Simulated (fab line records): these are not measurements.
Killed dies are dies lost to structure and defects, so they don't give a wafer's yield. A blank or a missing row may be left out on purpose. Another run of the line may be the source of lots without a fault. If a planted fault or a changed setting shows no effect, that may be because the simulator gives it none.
A struck lot beside a sound one || flow nand harc || 20 steps out of a route of 1159
Sound: the wafers L382.3, L382.4, L382.6. Wafers L393.1, L393.2, L393.6 were the ones struck. The cause comes at the end.
At each step with rows: each side's tool, then ch and its chambers, then its first start. Under that, the readings that differ: sound wafers || struck wafers || difference of the means || sigmas: that difference in standard deviations of wafers without a fault.
alike: words and numbers the same on both sides, and readings whose means are apart by under 2 such deviations; not compared: readings that were withheld, readings missing a value for some wafer, numbers with overlapping values and no deviation given by the record, and bounds like >300 which may hide the same value.
The two part at a step that has a row with sigmas, a row that says differs or no value, or rows on one side only. Non-overlapping numbers with no deviation appear without sigmas and do not part them. A reading that every wafer of one side lacks parts them only if that side has two wafers or more.

NHARC_P_GATE_CD_MEAS_59: target cd 720 nm.
  sound on cd sem-01 ch 0, day 5 20:43; struck on cd sem-03 ch 0, day 8 14:38
  alike: cd nm
then, 1 step without rows for these wafers: NHARC_P_GATE_HARDBAKE_60 (time 80 s).
NHARC_P_GATE_DESCUM_61: chemistry O2, time 3 s.
  sound on rie diel-10 ch 0,1,2, day 5 20:53; struck on rie diel-12 ch 0,1,3, day 8 14:47
  alike: drypump motor current A, oes product au, rf vpp V, showerhead plenum p Torr, throttle valve pct
  not compared: rf hours counter h
next, for these wafers, 1 step has no rows: NHARC_P_GATE_IMPLANT_62.
NHARC_P_GATE_STRIP_112: strips in N2/H2, time 200 s.
  sound on plasma asher-02 ch 0,1, day 5 21:20; struck on plasma asher-01 ch 0,1, day 8 15:10
  alike: drypump motor current A, heater power w
  not compared: rf hours counter h
NHARC_P_GATE_STRIP_76: strips in O2.
  sound on plasma asher-02 ch 0,1, day 5 21:32; struck on plasma asher-01 ch 0,1, day 8 15:25
  alike: drypump motor current A, heater power w
  not compared: rf hours counter h
then, 6 steps without rows for these wafers: NHARC_P_GATE_STRIP_63 (strips in SPM, time 900 s); NHARC_P_GATE_DEHYDRATE_83 (time 120 s); NHARC_P_GATE_HMDS_84 (time 30 s); NHARC_P_GATE_COAT_85; NHARC_P_GATE_SOFTBAKE_86 (time 95 s); NHARC_P_GATE_EBR_87.
NHARC_P_GATE_EXPOSE_88: exposes mask P HVN, target cd 2000 nm.
  sound on krf scanner-04 ch 0, day 5 22:22; struck on krf scanner-02 ch 0, day 8 16:04
{"reading": "mask", "sound": "P_HVN#0 P_HVN#0 P_HVN#0", "struck": "P_HVN_R1#0 P_HVN_R1#0 P_HVN_R1#0", "difference": "differs", "sigmas": ""}
  alike: exposure dose mJ cm2, focus offset nm
then, 2 steps without rows for these wafers: NHARC_P_GATE_PEB_89 (peb time 85 s); NHARC_P_GATE_DEVELOP_90 (time 70 s).
NHARC_P_GATE_CD_MEAS_91: target cd 2000 nm.
  sound on cd sem-03 ch 0, day 5 22:30; struck on cd sem-02 ch 0, day 8 16:13
{"reading": "cd nm (nm)", "sound": "1998.3 2000.1 2000.2", "struck": "2137.6 2137.5 2137.3", "difference": "+137.9", "sigmas": "+77"}
then, 1 step without rows for these wafers: NHARC_P_GATE_HARDBAKE_92 (time 80 s).
NHARC_P_GATE_DESCUM_93: chemistry O2, time 3 s.
  sound on rie diel-10 ch 0,2, day 5 22:40; struck on rie diel-12 ch 0,2,3, day 8 16:23
{"reading": "model.P_GATE.cd nm (nm)", "sound": "1999 1999 2001", "struck": "2138 2137 2137", "difference": "+138", "sigmas": ""}
  alike: drypump motor current A, oes product au, rf vpp V, showerhead plenum p Torr, throttle valve pct
  not compared: rf hours counter h
next, for these wafers, 1 step has no rows: NHARC_P_GATE_IMPLANT_94.
-- jump in the record: it breaks off in module P_GATE and resumes in module END (first step shown: number 1159 of the route), and 14 days separate the struck wafers' starts before and after --
NHARC_END_SORT_01:
  at this point the record logs the struck wafers (prober-02 ch 0, day 22 05:55) and has no rows for the sound ones

== WHERE THEY PART ==
Last at NHARC_END_SORT_01 as far as this record goes, first at NHARC_P_GATE_EXPOSE_88.

WHY: the cause the simulator had injected
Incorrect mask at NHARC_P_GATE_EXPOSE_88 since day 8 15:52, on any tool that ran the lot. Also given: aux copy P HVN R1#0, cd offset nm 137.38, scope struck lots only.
